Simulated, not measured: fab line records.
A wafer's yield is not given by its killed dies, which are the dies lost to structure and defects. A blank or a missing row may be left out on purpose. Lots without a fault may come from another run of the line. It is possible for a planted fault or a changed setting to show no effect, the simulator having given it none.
Chamber matching :: flow nand_harc :: rie_diel-01 running NHARC_P_CONTACT_STRIP_28: 4 sister chambers
The step strips in O2. 4 wafers are shown with their chamber, then 7 later ones without.

## WAFERS PAIRED WITH THEIR CHAMBERS
wafer: L735.6
chamber: 3
drypump_motor_current_A (A): 5.3

wafer: L736.2
chamber: 2
drypump_motor_current_A (A): 5.5

wafer: L736.5
chamber: 1
drypump_motor_current_A (A): 6.5

wafer: L737.5
chamber: 0
drypump_motor_current_A (A): 5.3

## WAFERS WHOSE CHAMBER IS MISSING
wafer: L737.6
drypump_motor_current_A (A): 6.6

wafer: L738.4
drypump_motor_current_A (A): 6.5

wafer: L738.5
drypump_motor_current_A (A): 5.6

wafer: L738.6
drypump_motor_current_A (A): 5.3

wafer: L741.2
drypump_motor_current_A (A): 5.3

wafer: L741.5
drypump_motor_current_A (A): 5.3

wafer: L741.6
drypump_motor_current_A (A): 6.6

## WHICH CHAMBER EACH WENT THROUGH
wafer: L737.6
from the rows above: 1
in truth: 1

wafer: L738.4
from the rows above: 1
in truth: 1

wafer: L738.5
from the rows above: 2
in truth: 2

wafer: L738.6
from the rows above: can't be placed: 0 or 3
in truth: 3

wafer: L741.2
from the rows above: can't be placed: 0 or 3
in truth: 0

wafer: L741.5
from the rows above: can't be placed: 0 or 3
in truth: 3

wafer: L741.6
from the rows above: 1
in truth: 1
Correct placement for 4 of the 7. Can't be placed from these rows: 3 (the true chamber is among the candidates in 3). Wrongly placed: 0.
How it was worked out, from the rows above alone: a wafer's distance from a chamber is the root of the sum, over the readings, of the square of ((its reading less the chamber's mean) divided by the reading's scatter). The wafer belongs to the nearest chamber; if the next one is less than 2 further off, it can't be placed. The mean given for a chamber averages the wafers shown for that chamber. The scatter (one wafer shown for each chamber): square how far every hidden wafer sits from the nearest shown wafer, average those squares and take the square root.
